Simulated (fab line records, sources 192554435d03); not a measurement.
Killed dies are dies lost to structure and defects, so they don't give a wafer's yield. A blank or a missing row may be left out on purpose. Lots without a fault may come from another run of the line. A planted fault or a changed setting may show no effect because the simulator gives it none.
Chamber matching | flow n5_finfet | N5_BEOL_M0_SAQP_STRIP_75 on rie_diel-05: 4 sister chambers
The step strips in CF4. 4 wafers are shown with their chamber, then 12 later ones without.

WAFERS WITH THEIR CHAMBER
wafer  | chamber | drypump_motor_current_A (A)
L091.6 | 3       | 5.4
L092.2 | 0       | 4.9
L092.5 | 1       | 4.9
L092.6 | 2       | 5.8

WAFERS WITHOUT THEIR CHAMBER
wafer  | drypump_motor_current_A (A)
L093.1 | 5.4
L093.3 | 5.0
L093.6 | 5.8
L094.1 | 4.9
L094.2 | 5.8
L094.3 | 5.4
L096.1 | 4.9
L096.2 | 5.8
L096.3 | 5.4
L096.4 | 4.9
L096.5 | 5.8
L096.6 | 4.9

WHICH CHAMBER EACH WENT THROUGH
wafer  | from the rows above     | in truth
L093.1 | 3                       | 3
L093.3 | can't be placed: 0 or 1 | 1
L093.6 | 2                       | 2
L094.1 | can't be placed: 0 or 1 | 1
L094.2 | 2                       | 2
L094.3 | 3                       | 3
L096.1 | can't be placed: 0 or 1 | 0
L096.2 | 2                       | 2
L096.3 | 3                       | 3
L096.4 | can't be placed: 0 or 1 | 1
L096.5 | 2                       | 2
L096.6 | can't be placed: 0 or 1 | 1
Placed correctly: 7 of 12. Can't be placed from these rows: 5 (the true chamber is among the candidates in 5). Placed wrongly: 0.
How it was worked out, from the rows above alone: a wafer's distance from a chamber is the root of the sum, over the readings, of the square of ((its reading less the chamber's mean) divided by the reading's scatter). The wafer belongs to the nearest chamber; if the next one is less than 2 further off, it can't be placed. A chamber's mean is the mean of its shown wafers. The scatter: with one shown wafer a chamber, the root of the mean of the squares of how far each hidden wafer lies from its nearest shown one.
